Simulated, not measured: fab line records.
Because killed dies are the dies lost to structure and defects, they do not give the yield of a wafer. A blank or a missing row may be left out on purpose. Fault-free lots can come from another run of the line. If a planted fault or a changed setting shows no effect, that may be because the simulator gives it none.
Which tool did it? ; flow nand-harc ; 18 wafers from 6 lots sampled at 4 of the route's 1159 steps

WHAT EACH GAUGE READ, for each wafer
NHARC_P_CONTACT_INSPECT_27.
lot;measured;on;raw-defect-count
L779;day 6 09:11;defect-inspect-02;269 372 185
L785;day 7 15:50;defect-inspect-02;348 272 132
L786;day 8 06:46;defect-inspect-01;391 391 401
L792;day 9 21:08;defect-inspect-02;655 683 708
L796;day 10 05:53;defect-inspect-01;241 159 228
L800;day 11 19:05;defect-inspect-01;402 289 314

WHAT TOOL EACH LOT RAN ON (gives the tool, then ch and the chambers of the sampled wafers, and finally the start)
lot;NHARC_P_GATE_DEGAS_109;NHARC_P_CONTACT_ETCH_31;NHARC_P_CONTACT_CMP_24
L779;pvd-sputter-01, day 5 21:56;rie-diel-02 ch 0,1,2, day 6 01:29;cmp-01 ch 1,3, day 6 08:49
L785;pvd-sputter-03, day 7 06:39;rie-diel-08 ch 0,1, day 7 10:39;cmp-02 ch 0,1,3, day 7 15:29
L786;pvd-sputter-03, day 7 22:03;rie-diel-04 ch 0,1,3, day 8 01:28;cmp-03 ch 0,2,3, day 8 06:22
L792;pvd-sputter-02, day 9 04:26;rie-diel-08 ch 0,1, day 9 08:13;cmp-03 ch 0,2,3, day 9 20:43
L796;pvd-sputter-01, day 9 23:42;rie-diel-04 ch 2,3, day 10 03:32;cmp-02 ch 1,2,3, day 10 05:29
L800;pvd-sputter-02, day 11 13:08;rie-diel-04 ch 2,3, day 11 16:42;cmp-02 ch 1,2,3, day 11 18:41
- NHARC_P_GATE_DEGAS_109: time 60 s.
- NHARC_P_CONTACT_ETCH_31: etches the open film in CH3F/O2, target depth 30 nm, time 85.7 s.
- NHARC_P_CONTACT_CMP_24: polishes, t overpolish 30 s, target thk 200 nm.

THE ANSWER, worked out from the rows above alone
Rule: usual is defined by the lots themselves. Put in order of their means at a reading, lots are off if they are a third of the lots or fewer, leave a main group of 4 or more, and stand apart from it by a gap of 3 or more times the standard deviation of the main group's means; of several such gaps the widest counts. The tables above print the reading to a certain number of digits; a main group whose means all agree to those digits is not used. A lot without any number at a reading at which 4 lots or more have one is off too. The other lots that the step has rows for count as sound.
Off, at NHARC_P_CONTACT_INSPECT_27 on raw-defect-count: L792. The main group has a mean of 293 with a standard deviation of 65.
If a tool, at a process step before that reading, ran all the lots that are off and no sound lot after the first of them, it fits. Gauges at NHARC_P_CONTACT_INSPECT_27: tried the same way as those tools. Can't be told from this: 3 tools fit, rie-diel-08 at NHARC_P_CONTACT_ETCH_31, cmp-03 at NHARC_P_CONTACT_CMP_24, defect-inspect-02 at NHARC_P_CONTACT_INSPECT_27.

WHAT THE SIMULATOR HAD PUT IN
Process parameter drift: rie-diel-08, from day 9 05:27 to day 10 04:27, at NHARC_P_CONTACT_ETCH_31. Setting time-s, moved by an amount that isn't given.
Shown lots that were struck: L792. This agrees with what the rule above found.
